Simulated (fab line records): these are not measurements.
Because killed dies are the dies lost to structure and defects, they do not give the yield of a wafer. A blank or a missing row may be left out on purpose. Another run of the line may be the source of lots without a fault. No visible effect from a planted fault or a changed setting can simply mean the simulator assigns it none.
The tool behind it: which one? / flow n5Finfet / 30 wafers sampled from 10 lots at 1 step of a route of 1938

WHAT THE GAUGES SHOWED, per wafer
N5_BEOL_M8_INSPECT_30: inspects for defects (brightfield).
lot=L438; measured=day 9 05:04; on=defectInspect-01; rawDefectCount=336 416 295
lot=L440; measured=day 10 04:19; on=defectInspect-01; rawDefectCount=370 424 387
lot=L441; measured=day 10 14:59; on=defectInspect-01; rawDefectCount=305 277 355
lot=L443; measured=day 10 23:34; on=defectInspect-01; rawDefectCount=463 387 694
lot=L444; measured=day 11 03:15; on=defectInspect-02; rawDefectCount=510 484 370
lot=L445; measured=day 11 06:41; on=defectInspect-01; rawDefectCount=425 329 324
lot=L448; measured=day 12 10:31; on=defectInspect-02; rawDefectCount=391 419 359
lot=L455; measured=day 13 16:34; on=defectInspect-02; rawDefectCount=445 343 330
lot=L456; measured=day 14 07:38; on=defectInspect-01; rawDefectCount=321 525 291
lot=L461; measured=day 15 16:06; on=defectInspect-01; rawDefectCount=355 285 311

EACH LOT AND THE TOOL THAT RAN IT (in order: tool; ch and the chambers of the sampled wafers; start)
The record holds no process step before these readings.

WHAT THE TOOLS THEMSELVES READ (means of the sampled wafers that have a number; where no wafer has one, the mark that the record gives instead)
The record holds no such reading with a usual standard deviation.

THE ANSWER, worked out from the rows above alone
Rule: usual is defined by the lots themselves. The widest of any qualifying gaps counts: lots, ordered by their means at a reading, are off when they make up no more than a third of the lots, leave a main group of 4 or more, and stand apart from it by 3 or more times the standard deviation of that group's means. A main group whose means are all the same, to the digits that the tables above print for the reading, isn't used. Also off: a lot with no number at a reading for which 4 or more lots have one. Where the step has rows for the other lots, those lots are counted as sound. After the gauges, taken in route order, come the tools' own readings; for these a lot's mean is taken, as printed above. At the first step where some lot is off, the reading lying furthest off is the one used; lots without a number count as furthest.
None of the lots is off at any reading shown; this tells nothing.

WHAT THE SIMULATOR PUT IN
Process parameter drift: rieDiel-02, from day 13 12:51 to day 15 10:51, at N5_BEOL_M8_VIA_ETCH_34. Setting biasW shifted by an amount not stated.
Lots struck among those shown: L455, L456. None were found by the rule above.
